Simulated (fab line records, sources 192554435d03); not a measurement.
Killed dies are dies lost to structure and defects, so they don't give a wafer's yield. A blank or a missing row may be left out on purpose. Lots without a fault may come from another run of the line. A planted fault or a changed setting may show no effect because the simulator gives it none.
Chamber matching | flow n5_finfet | N5_BEOL_M3_PRE_CLEAN_60 on cvd_co-01: 3 sister chambers
The step time 15 s. 3 wafers are shown with their chamber, then 12 later ones without.

WAFERS WITH THEIR CHAMBER
wafer  | chamber | heater_power_w (W)
L090.6 | 1       | 88
L091.2 | 2       | 75
L091.3 | 0       | 78

WAFERS WITHOUT THEIR CHAMBER
wafer  | heater_power_w (W)
L091.4 | 76
L091.5 | 77
L091.6 | 78
L092.2 | 76
L092.4 | 77
L092.6 | 76
L093.2 | 78
L093.5 | 87
L093.6 | 77
L096.2 | 75
L096.3 | 78
L096.4 | 74

WHICH CHAMBER EACH WENT THROUGH
wafer  | from the rows above     | in truth
L091.4 | can't be placed: 2 or 0 | 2
L091.5 | can't be placed: 0 or 2 | 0
L091.6 | 0                       | 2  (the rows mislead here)
L092.2 | can't be placed: 2 or 0 | 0
L092.4 | can't be placed: 0 or 2 | 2
L092.6 | can't be placed: 2 or 0 | 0
L093.2 | 0                       | 0
L093.5 | 1                       | 1
L093.6 | can't be placed: 0 or 2 | 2
L096.2 | 2                       | 2
L096.3 | 0                       | 0
L096.4 | 2                       | 2
Placed correctly: 5 of 12. Can't be placed from these rows: 6 (the true chamber is among the candidates in 6). Placed wrongly: 1.
How it was worked out, from the rows above alone: a wafer's distance from a chamber is the root of the sum, over the readings, of the square of ((its reading less the chamber's mean) divided by the reading's scatter). The wafer belongs to the nearest chamber; if the next one is less than 2 further off, it can't be placed. A chamber's mean is the mean of its shown wafers. The scatter: with one shown wafer a chamber, the root of the mean of the squares of how far each hidden wafer lies from its nearest shown one.
